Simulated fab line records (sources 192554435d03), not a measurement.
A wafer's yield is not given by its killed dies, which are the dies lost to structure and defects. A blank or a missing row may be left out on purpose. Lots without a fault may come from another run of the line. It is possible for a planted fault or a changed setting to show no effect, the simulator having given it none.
Chamber matching | flow n5Finfet | rieDiel-05 running N5_BEOL_M3_STRIP_66: 4 sister chambers
The step strips in CF4. 4 wafers are shown with their chamber, then 10 later ones without.

== WAFERS PAIRED WITH THEIR CHAMBERS ==
wafer  | chamber | showerheadPlenumPTorr (Torr)
L082.6 | 3       | 1.87
L084.3 | 1       | 1.71
L085.1 | 0       | 1.73
L085.4 | 2       | 1.83

== WAFERS WITHOUT THEIR CHAMBER ==
wafer  | showerheadPlenumPTorr (Torr)
L085.6 | 1.71
L091.2 | 1.86
L091.3 | 1.73
L091.6 | 1.86
L093.1 | 1.86
L093.3 | 1.71
L093.6 | 1.86
L095.1 | 1.71
L095.3 | 1.86
L095.4 | 1.73

== THE CHAMBER EACH PASSED THROUGH ==
wafer  | from the rows above | in truth
L085.6 | 1                   | 1
L091.2 | 3                   | 3
L091.3 | 0                   | 0
L091.6 | 3                   | 3
L093.1 | 3                   | 3
L093.3 | 1                   | 1
L093.6 | 3                   | 3
L095.1 | 1                   | 1
L095.3 | 3                   | 3
L095.4 | 0                   | 0
Placed correctly: 10 of 10. Left unplaced by these rows: 0. Placed wrongly: 0.
How it was worked out, from the rows above alone: a wafer's distance from a chamber is the root of the sum, over the readings, of the square of ((its reading less the chamber's mean) divided by the reading's scatter). If the next closest chamber is less than 2 further off than the closest, the wafer can't be placed; otherwise it belongs to the closest. The mean given for a chamber averages the wafers shown for that chamber. The scatter: root of mean squared gap, hidden wafer to nearest shown wafer, with one shown wafer a chamber.
